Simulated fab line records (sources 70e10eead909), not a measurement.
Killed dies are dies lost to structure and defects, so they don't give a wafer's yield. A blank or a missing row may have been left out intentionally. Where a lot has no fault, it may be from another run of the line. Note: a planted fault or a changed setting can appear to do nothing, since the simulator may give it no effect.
3 desks looking at one fault | flow nandHarc | each desk holds nothing but its own numbers, with what lay behind them at the end

== FOR THE TOOL OWNER'S DESK: lithoTrack-02 ==
The tool's own readings at NHARC_P_ZERO_WELL_PEB_22 (peb time 85 s): means of the sampled wafers that have a number, for each lot that ran on this tool. Marked OUT: a lot whose mean sits more than 4 standard deviations from the usual mean, which makes it out of limits; the brackets give that distance.
Columns: A = heaterPowerTotalW at NHARC_P_ZERO_WELL_PEB_22, usual 163.98 W; B = plateTempC at NHARC_P_ZERO_WELL_PEB_22, usual 117.97 C
lot  | first seen here | A                | B
L663 | day 1 22:32     | 163.91           | 118.02
L667 | day 3 14:30     | 164.20           | 118.14
L668 | day 4 00:42     | 172.13 (+29) OUT | 122.41 (+28) OUT
L670 | day 4 21:59     | 172.29 (+30) OUT | 122.67 (+29) OUT
L676 | day 7 08:25     | 163.89           | 118.19
L677 | day 7 18:38     | 164.23           | 118.20
L683 | day 10 09:51    | 164.01           | 117.85
L685 | day 11 02:22    | 163.76           | 117.95
Finding of this desk: L668, L670 out of limits; the first was L668 at day 4 00:42, on heaterPowerTotalW at NHARC_P_ZERO_WELL_PEB_22. Within limits: L663, L667, L676, L677, L683, L685.

== FROM THE METROLOGY DESK ==
What the gauges read, lot by lot, whatever tool the lot ran on: means of the sampled wafers that have a number. Marked OUT: a lot whose mean sits more than 4 standard deviations from the usual mean, which makes it out of limits; the brackets give that distance.
Columns: A = cdNm at NHARC_P_ZERO_WELL_CD_MEAS_11, usual 499.5 nm; B = cdNm at NHARC_P_ZERO_WELL_CD_MEAS_24, usual 720.6 nm
lot  | first seen here | A     | B
L663 | day 1 21:14     | 500.0 | 722.0
L667 | day 3 13:15     | 497.9 | 720.5
L668 | day 3 23:15     | 499.3 | 726.6
L670 | day 4 19:08     | 497.8 | 725.5
L676 | day 7 07:07     | 497.9 | 721.4
L677 | day 7 17:19     | 502.9 | 722.4
L678 | day 8 03:19     | 499.9 | 720.0
L679 | day 8 13:07     | 500.0 | 722.8
L680 | day 8 23:08     | 500.8 | 721.0
L683 | day 10 05:15    | 499.2 | 723.1
L685 | day 11 01:07    | 495.8 | 720.6
L686 | day 11 11:22    | 501.2 | 720.2
Result from this desk: across the 12 lots, nothing is out of limits.

== THE DEFECT DESK ==
Per lot, the means of the sampled wafers with a number show what the inspections along the route counted. Marked OUT: a lot whose mean sits more than 4 standard deviations from the usual mean, which makes it out of limits; the brackets give that distance.
Columns: A = rawDefectCount at NHARC_P_START_INSPECT_01, usual 3.6
lot  | first seen here | A
L663 | day 1 20:02     | 2.7
L667 | day 3 12:02     | 4.3
L668 | day 3 22:02     | 3.0
L670 | day 4 18:02     | 3.7
L676 | day 7 06:02     | 2.7
L677 | day 7 16:03     | 3.0
L678 | day 8 02:02     | 4.3
L679 | day 8 12:02     | 4.0
L680 | day 8 22:02     | 3.7
L683 | day 10 04:02    | 2.7
L685 | day 11 00:02    | 7.3
L686 | day 11 10:02    | 5.7
Result from this desk: across the 12 lots, nothing is out of limits.

== BROUGHT TOGETHER ==
The tool owner's desk had the chance to raise an alarm at day 4 00:42 on L668, L670.
From the metrology desk's view, nothing was out of limits.
No out-of-limits result turned up at the defect desk.
The metrology desk holds a record of L668, L670, inside its limits.
The defect desk has L668, L670 on record, within its limits.
NHARC_P_ZERO_WELL_PEB_22 was run on lithoTrack-02 by each of the lots named.

== WHAT THE SIMULATOR PUT IN ==
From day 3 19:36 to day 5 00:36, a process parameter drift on lithoTrack-02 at NHARC_P_ZERO_WELL_PEB_22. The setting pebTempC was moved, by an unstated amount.
Lots struck among those shown: L668, L670.
Time in hours from fault onset to the first out-of-limits reading at each desk: the tool owner's desk, 5.
